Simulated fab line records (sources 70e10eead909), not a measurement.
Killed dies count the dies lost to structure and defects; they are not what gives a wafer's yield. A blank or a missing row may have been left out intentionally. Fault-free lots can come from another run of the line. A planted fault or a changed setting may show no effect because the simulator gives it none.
Chamber matching	flow nand-harc	NHARC_A_CHANNEL_FILL_D1_ALD_02 on ald-hk-01 has 4 sister chambers
The step deposits SiO2, target thk 6 nm, pulse time 10 s, ald cycles 60. 8 wafers are shown with their chamber, then 9 later ones without.

== WAFERS PAIRED WITH THEIR CHAMBERS ==
wafer	chamber	heater-power-w (W)	precursor-pulse-height-rel
L079.3	2	475	1.018
L081.1	0	461	1.006
L081.6	1	439	0.982
L087.2	1	411	1.012
L087.5	3	481	1.023
L090.1	3	484	1.004
L090.3	2	510	0.996
L090.5	0	449	1.012

== WAFERS WITHOUT THEIR CHAMBER ==
wafer	heater-power-w (W)	precursor-pulse-height-rel
L094.1	415	1.005
L094.3	470	1.010
L094.5	498	0.994
L096.1	498	0.999
L096.2	501	1.036
L096.3	422	1.009
L097.2	439	1.044
L097.3	496	0.999
L097.5	477	1.027

== WHICH CHAMBER EACH WENT THROUGH ==
wafer	from the rows above	in truth
L094.1	can't be placed: 1 or 0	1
L094.3	can't be placed: 3 or 0 or 2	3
L094.5	can't be placed: 2 or 3 or 0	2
L096.1	can't be placed: 2 or 3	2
L096.2	can't be placed: 3 or 2 or 0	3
L096.3	can't be placed: 1 or 0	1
L097.2	can't be placed: 0 or 1 or 3 or 2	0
L097.3	can't be placed: 2 or 3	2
L097.5	can't be placed: 3 or 2 or 0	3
Correct placement for 0 of the 9. Can't be placed from these rows: 9 (the true chamber is among the candidates in 9). 0 placed wrongly.
How it was worked out, from the rows above alone: a wafer's distance from a chamber is the root of the sum, over the readings, of the square of ((its reading less the chamber's mean) divided by the reading's scatter). The wafer belongs to the nearest chamber; if the next one is less than 2 further off, it can't be placed. The mean given for a chamber averages the wafers shown for that chamber. The scatter: the root of (the sum of the squares of (reading less its chamber's mean) over the shown wafers, divided by (wafers less chambers)).
